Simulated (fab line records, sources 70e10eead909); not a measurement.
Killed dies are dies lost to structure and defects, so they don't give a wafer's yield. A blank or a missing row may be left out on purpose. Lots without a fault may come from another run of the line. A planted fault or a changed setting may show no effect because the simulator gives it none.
Which tool did it? | flow nand_harc | 6 lots, 18 wafers sampled, at 4 steps of a route of 1159

WHAT THE GAUGES READ, wafer by wafer
NHARC_A_ONON_D1_THK_MEAS_05: measures by ellipsometry.
lot  | measured     | on            | thk_nm (nm)
L469 | day 8 09:51  | film_metro-02 | 1007 1007 1007
L475 | day 9 16:14  | film_metro-01 | 999 997 1496
L479 | day 10 23:19 | film_metro-01 | 1005 1007 1006
L486 | day 12 04:03 | film_metro-02 | 996 997 997
L488 | day 12 18:20 | film_metro-01 | 1003 1000 1002
L490 | day 13 17:38 | film_metro-02 | 1003 1003 1004

WHICH TOOL RAN EACH LOT (tool, then ch and the chambers of the sampled wafers, then the start)
lot  | NHARC_P_BONDPAD_STRIP_15           | NHARC_P_BONDPAD_DEGAS_25     | NHARC_A_ONON_D1_DEP_03
L469 | rie_diel-08 ch 1,2,3, day 7 10:07  | pvd_sputter-02, day 7 10:38  | pecvd_onon-02 ch 0, day 8 09:27
L475 | rie_diel-08 ch 0,1, day 8 11:38    | pvd_sputter-01, day 8 12:10  | pecvd_onon-04 ch 0, day 9 15:53
L479 | rie_diel-08 ch 0,1, day 9 18:59    | pvd_sputter-02, day 9 19:32  | pecvd_onon-03 ch 0, day 10 22:48
L486 | rie_diel-10 ch 2,3, day 11 01:31   | pvd_sputter-02, day 11 02:08 | pecvd_onon-02 ch 0, day 12 03:32
L488 | rie_diel-08 ch 1,2, day 11 17:40   | pvd_sputter-01, day 11 18:13 | pecvd_onon-02 ch 0, day 12 17:57
L490 | rie_diel-08 ch 0,1,2, day 12 07:08 | pvd_sputter-02, day 12 07:40 | pecvd_onon-04 ch 0, day 13 17:07
- NHARC_P_BONDPAD_STRIP_15: strips in O2.
- NHARC_P_BONDPAD_DEGAS_25: time 60 s.
- NHARC_A_ONON_D1_DEP_03: target thk 1000 nm.

THE ANSWER, worked out from the rows above alone
Rule: what is usual is taken from the lots themselves. Put in order of their means at a reading, lots are off if they are a third of the lots or fewer, leave a main group of 4 or more, and stand apart from it by a gap of 3 or more times the standard deviation of the main group's means; of several such gaps the widest counts. A main group whose means are all the same, to the digits that the tables above print for the reading, isn't used. A lot without any number at a reading at which 4 lots or more have one is off too. The other lots that the step has rows for count as sound.
Off: L475, at NHARC_A_ONON_D1_THK_MEAS_05 (thk_nm). The main group: mean 1003 nm, standard deviation 3.7.
A tool fits if, at a process step before that reading, it ran every lot that is off, and no sound lot after the first of them. The gauges at NHARC_A_ONON_D1_THK_MEAS_05 are tried like those tools. None of those tried fits.

WHAT THE SIMULATOR HAD PUT IN
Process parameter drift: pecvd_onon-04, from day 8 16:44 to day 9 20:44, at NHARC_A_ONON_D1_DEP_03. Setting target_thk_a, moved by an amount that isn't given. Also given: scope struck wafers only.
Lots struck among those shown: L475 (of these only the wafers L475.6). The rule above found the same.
